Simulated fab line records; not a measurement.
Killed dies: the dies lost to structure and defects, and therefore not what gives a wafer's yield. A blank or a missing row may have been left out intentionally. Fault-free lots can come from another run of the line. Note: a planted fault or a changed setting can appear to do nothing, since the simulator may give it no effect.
The same fault as seen by 3 desks + flow n5Finfet + each desk holds nothing but its own numbers, with what lay behind them at the end

## FROM THE METROLOGY DESK
Means of the sampled wafers that have a number, per lot and without regard to the tool the lot ran on: this is what the gauges read. A lot is out of limits, marked OUT, if its mean lies more than 4 standard deviations from the usual mean; the brackets give that distance.
Columns: A = M7_OVL at N5_BEOL_M7_OVL_MEAS_12, usual 0.2 nm; B = cdNm at N5_BEOL_M7_CD_MEAS_28, usual 39.98 nm
| lot  | first seen here | A    | B                |
|------|-----------------|------|------------------|
| L697 | day 9 03:08     | 0.5  | 39.76            |
| L700 | day 9 15:28     | 0.1  | 40.04            |
| L701 | day 9 18:05     | 0.8  | 39.71            |
| L704 | day 10 16:52    | -0.5 | 39.92            |
| L703 | day 10 17:16    | -0.0 | 39.74            |
| L705 | day 10 20:37    | 0.7  | 39.99            |
| L707 | day 11 12:21    | -0.2 | 39.89            |
| L711 | day 12 06:26    | 0.4  | 40.85 (+4.1) OUT |
| L714 | day 13 07:22    | 0.2  | 40.17            |
| L713 | day 13 12:05    | 0.2  | 40.43            |
This desk's finding: out of limits on L711; first on L711, day 12 08:22 (cdNm at N5_BEOL_M7_CD_MEAS_28). L697, L700, L701, L704, L703, L705, L707, L714, L713 stayed within limits.

## THE TOOL OWNER'S DESK: euvScanner-02
The tool's own readings at N5_BEOL_M7_EXPOSE_25 (exposes mask V6, target cd 40 nm): means of the sampled wafers that have a number, for each lot that ran on this tool. A lot is out of limits, marked OUT, if its mean lies more than 4 standard deviations from the usual mean; the brackets give that distance.
Columns: A = exposureDoseMJCm2 at N5_BEOL_M7_EXPOSE_25, usual 42.52
| lot  | first seen here | A               |
|------|-----------------|-----------------|
| L697 | day 9 07:10     | 42.52           |
| L701 | day 9 20:14     | 42.55           |
| L703 | day 10 19:07    | 42.54           |
| L705 | day 10 22:55    | 42.55           |
| L707 | day 11 14:04    | 42.58           |
| L711 | day 12 08:14    | 43.98 (+37) OUT |
| L713 | day 13 13:41    | 43.66 (+29) OUT |
This desk's finding: out of limits on L711, L713; first on L711, day 12 08:14 (exposureDoseMJCm2 at N5_BEOL_M7_EXPOSE_25). L697, L701, L703, L705, L707 stayed within limits.

## THE DEFECT DESK
Per lot, the means of the sampled wafers with a number show what the inspections along the route counted. A lot is out of limits, marked OUT, if its mean lies more than 4 standard deviations from the usual mean; the brackets give that distance.
Columns: A = rawDefectCount at N5_BEOL_M7_INSPECT_30, usual 379
| lot  | first seen here | A   |
|------|-----------------|-----|
| L697 | day 9 07:23     | 362 |
| L700 | day 9 16:44     | 256 |
| L701 | day 9 20:28     | 332 |
| L704 | day 10 18:05    | 373 |
| L703 | day 10 19:20    | 332 |
| L705 | day 10 23:08    | 305 |
| L707 | day 11 14:17    | 381 |
| L711 | day 12 08:28    | 389 |
| L714 | day 13 08:25    | 338 |
| L713 | day 13 13:55    | 341 |
Finding of this desk: none of the 10 lots has anything out of limits.

## BROUGHT TOGETHER
On L711, L713, at day 12 08:14, an alarm was possible from the tool owner's desk.
At day 12 08:22 the metrology desk could have sounded an alarm, on L711.
Nothing out of limits was seen by the defect desk.
The metrology desk has L713 on record, within its limits.
The defect desk has L711, L713 on record, within its limits.
Of the lots named, all ran N5_BEOL_M7_EXPOSE_25 on euvScanner-02.

## WHAT THE SIMULATOR HAD PUT IN
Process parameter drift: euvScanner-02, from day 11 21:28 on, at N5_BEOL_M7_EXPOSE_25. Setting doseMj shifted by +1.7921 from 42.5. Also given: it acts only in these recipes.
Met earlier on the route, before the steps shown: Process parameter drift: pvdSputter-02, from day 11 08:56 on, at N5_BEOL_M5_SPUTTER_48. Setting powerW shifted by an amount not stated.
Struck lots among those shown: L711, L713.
Fault start to first reading out of limits, in hours, per desk: tool owner, 11; metrology, 11.
